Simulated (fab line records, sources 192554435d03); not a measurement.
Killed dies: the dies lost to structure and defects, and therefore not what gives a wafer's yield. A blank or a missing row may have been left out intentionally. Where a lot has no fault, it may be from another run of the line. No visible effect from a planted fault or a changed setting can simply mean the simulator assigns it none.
Split-lot study || flow n5Finfet || 21 wafers read from 7 lots, route of 1938 steps

THE SPLIT ITSELF
At N5_PASSIVATION_VIA_ETCH_13 (etches SiO2 in CHF3/O2, target depth 660 nm, time 330 s), the setting biasW was moved away from the recipe's 170 W on 7 of the 21 wafers read, by +5.6% to +9.8%. The other wafers ran this setting at the recipe's value.

The split's own step is where the reading is taken.

THE READING
rfVppV, in V, at N5_PASSIVATION_VIA_ETCH_13 (etches SiO2 in CHF3/O2, target depth 660 nm, time 330 s). Fault-free wafers of this fab line usually give 530 V, standard deviation 6.6 V.

{"wafer": "L074.1", "tool, chamber at the split": "rieDiel-05, 2", "biasW as run, W": 170, "against the recipe": "recipe", "rfVppV, V": 525, "against lot-mates on the recipe": "-"}
{"wafer": "L074.2", "tool, chamber at the split": "rieDiel-05, 3", "biasW as run, W": 170, "against the recipe": "recipe", "rfVppV, V": 528, "against lot-mates on the recipe": "-"}
{"wafer": "L074.4", "tool, chamber at the split": "rieDiel-05, 0", "biasW as run, W": 170, "against the recipe": "recipe", "rfVppV, V": 533, "against lot-mates on the recipe": "-"}
{"wafer": "L081.2", "tool, chamber at the split": "rieDiel-03, 1", "biasW as run, W": 186.7, "against the recipe": "+9.8%", "rfVppV, V": 570, "against lot-mates on the recipe": "+46"}
{"wafer": "L081.3", "tool, chamber at the split": "rieDiel-03, 0", "biasW as run, W": 170, "against the recipe": "recipe", "rfVppV, V": 524, "against lot-mates on the recipe": "-"}
{"wafer": "L081.5", "tool, chamber at the split": "rieDiel-03, 3", "biasW as run, W": 186.7, "against the recipe": "+9.8%", "rfVppV, V": 578, "against lot-mates on the recipe": "+54"}
{"wafer": "L088.2", "tool, chamber at the split": "rieDiel-03, 3", "biasW as run, W": 182.8, "against the recipe": "+7.5%", "rfVppV, V": 567, "against lot-mates on the recipe": "+44"}
{"wafer": "L088.3", "tool, chamber at the split": "rieDiel-03, 0", "biasW as run, W": 170, "against the recipe": "recipe", "rfVppV, V": 523, "against lot-mates on the recipe": "-"}
{"wafer": "L088.6", "tool, chamber at the split": "rieDiel-03, 3", "biasW as run, W": 182.8, "against the recipe": "+7.5%", "rfVppV, V": 568, "against lot-mates on the recipe": "+45"}
{"wafer": "L089.2", "tool, chamber at the split": "rieDiel-05, 2", "biasW as run, W": 183.6, "against the recipe": "+8.0%", "rfVppV, V": 558, "against lot-mates on the recipe": "+14"}
{"wafer": "L089.3", "tool, chamber at the split": "rieDiel-05, 1", "biasW as run, W": 170, "against the recipe": "recipe", "rfVppV, V": 544, "against lot-mates on the recipe": "-"}
{"wafer": "L089.4", "tool, chamber at the split": "rieDiel-05, 3", "biasW as run, W": 183.6, "against the recipe": "+8.0%", "rfVppV, V": 561, "against lot-mates on the recipe": "+17"}
{"wafer": "L091.2", "tool, chamber at the split": "rieDiel-02, 0", "biasW as run, W": 170, "against the recipe": "recipe", "rfVppV, V": 529, "against lot-mates on the recipe": "-"}
{"wafer": "L091.4", "tool, chamber at the split": "rieDiel-02, 2", "biasW as run, W": 179.6, "against the recipe": "+5.6%", "rfVppV, V": 548, "against lot-mates on the recipe": "+19"}
{"wafer": "L091.5", "tool, chamber at the split": "rieDiel-02, 1", "biasW as run, W": 170, "against the recipe": "recipe", "rfVppV, V": 529, "against lot-mates on the recipe": "-"}
{"wafer": "L094.1", "tool, chamber at the split": "rieDiel-03, 1", "biasW as run, W": 170, "against the recipe": "recipe", "rfVppV, V": 529, "against lot-mates on the recipe": "-"}
{"wafer": "L094.4", "tool, chamber at the split": "rieDiel-03, 0", "biasW as run, W": 170, "against the recipe": "recipe", "rfVppV, V": 522, "against lot-mates on the recipe": "-"}
{"wafer": "L094.6", "tool, chamber at the split": "rieDiel-03, 3", "biasW as run, W": 170, "against the recipe": "recipe", "rfVppV, V": 536, "against lot-mates on the recipe": "-"}
{"wafer": "L096.1", "tool, chamber at the split": "rieDiel-05, 2", "biasW as run, W": 170, "against the recipe": "recipe", "rfVppV, V": 525, "against lot-mates on the recipe": "-"}
{"wafer": "L096.4", "tool, chamber at the split": "rieDiel-05, 0", "biasW as run, W": 170, "against the recipe": "recipe", "rfVppV, V": 532, "against lot-mates on the recipe": "-"}
{"wafer": "L096.6", "tool, chamber at the split": "rieDiel-05, 1", "biasW as run, W": 170, "against the recipe": "recipe", "rfVppV, V": 544, "against lot-mates on the recipe": "-"}

FIT RESULTS
A straight line over all 21 wafers: rfVppV changes by +4.29 V for each +1% of biasW; r = +0.94; the points scatter about the line by 6.6 V.
The same after taking each lot's own level away (the mean of its wafers on the recipe; 21 wafers): +4.34 V for each +1%; r = +0.89; scatter 8.9 V.
The reading moves by 43 V for the largest change in biasW, on that fit.
The lots' own levels span 523.0 to 544.0 V, that is 3.2 times the standard deviation above.
The two slopes agree, so the slope changes little with the lot-to-lot level.
Check: with one of the wafers moved furthest among these (+9.8%) left out of the fit, the line predicts +41.4 V for it against its lot-mates. It came out at +46 V against them.
Tool readings at the split's step, against how far the setting was moved: rfVppV r = +0.94.

ADDITIONAL SPLITS CARRIED BY THESE WAFERS
Other splits were also applied to these wafers ahead of the reading. Each is held against what the fit with the lots' levels taken away leaves over:
{"other split on the same wafers": "N5_BEOL_M15_DEVELOP_27 developTimeS", "wafers away from the commonest value": 7, "r with rfVppV (lot level and that fit taken away)": -0.29}

THE WHOLE CHAIN: every reading that the file lists as answering this split, in the file's order
{"step": "N5_PASSIVATION_VIA_ETCH_13", "what it does": "etches SiO2 in CHF3/O2, target depth 660 nm, time 330 s", "reading": "rfVppV", "change (the file's fit)": "+4.23 V for each +1% of the setting", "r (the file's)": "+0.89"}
{"step": "N5_PASSIVATION_PROBE_49", "what it does": "", "reading": "sortNPass", "change (the file's fit)": "not straight: 1036 at the lowest setting, 1036 at the recipe, 58 at the highest", "r (the file's)": "not given"}
{"step": "N5_PASSIVATION_PROBE_49", "what it does": "", "reading": "sortYieldPct", "change (the file's fit)": "not straight: 87.8 at the lowest setting, 87.8 at the recipe, 4.9 at the highest", "r (the file's)": "not given"}

FILE'S OWN FIT
rfVppV changes by +4.23 V for each +1% of biasW, r = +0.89.
